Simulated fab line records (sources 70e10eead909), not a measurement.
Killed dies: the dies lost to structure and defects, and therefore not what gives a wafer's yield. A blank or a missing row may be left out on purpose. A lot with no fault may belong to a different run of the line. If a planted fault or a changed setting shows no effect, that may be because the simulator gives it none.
Matching of chambers    flow nand harc    4 sister chambers for NHARC_A_STAIRCASE_ALD_415 on ald hk-01
The step deposits SiO2, target thk 30 nm, pulse time 6 s, ald cycles 300. 4 wafers are shown with their chamber, then 9 later ones without.

== WAFERS, EACH WITH ITS CHAMBER ==
wafer   chamber  heater power w (W)
L348.5  1        484
L347.3  0        547
L347.4  3        387
L347.6  2        528

== WAFERS WITH NO CHAMBER GIVEN ==
wafer   heater power w (W)
L351.1  355
L351.3  569
L351.4  534
L353.2  559
L353.3  532
L353.6  369
L362.1  485
L362.4  544
L362.5  355

== WHICH CHAMBER EACH WENT THROUGH ==
wafer   from the rows above      in truth
L351.1  3                        3
L351.3  can't be placed: 0 or 2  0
L351.4  can't be placed: 2 or 0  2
L353.2  can't be placed: 0 or 2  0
L353.3  can't be placed: 2 or 0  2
L353.6  3                        3
L362.1  1                        1
L362.4  can't be placed: 0 or 2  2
L362.5  3                        3
Correctly placed: 4 of 9. Cannot be placed on the basis of these rows: 5; the candidates contain the true chamber in 5. Wrongly placed: 0.
How it was worked out, from the rows above alone: a wafer's distance from a chamber is the root of the sum, over the readings, of the square of ((its reading less the chamber's mean) divided by the reading's scatter). The wafer belongs to the nearest chamber; if the next one is less than 2 further off, it can't be placed. Each chamber's mean is taken over the wafers shown for it. The scatter (one wafer shown for each chamber): square how far every hidden wafer sits from the nearest shown wafer, average those squares and take the square root.
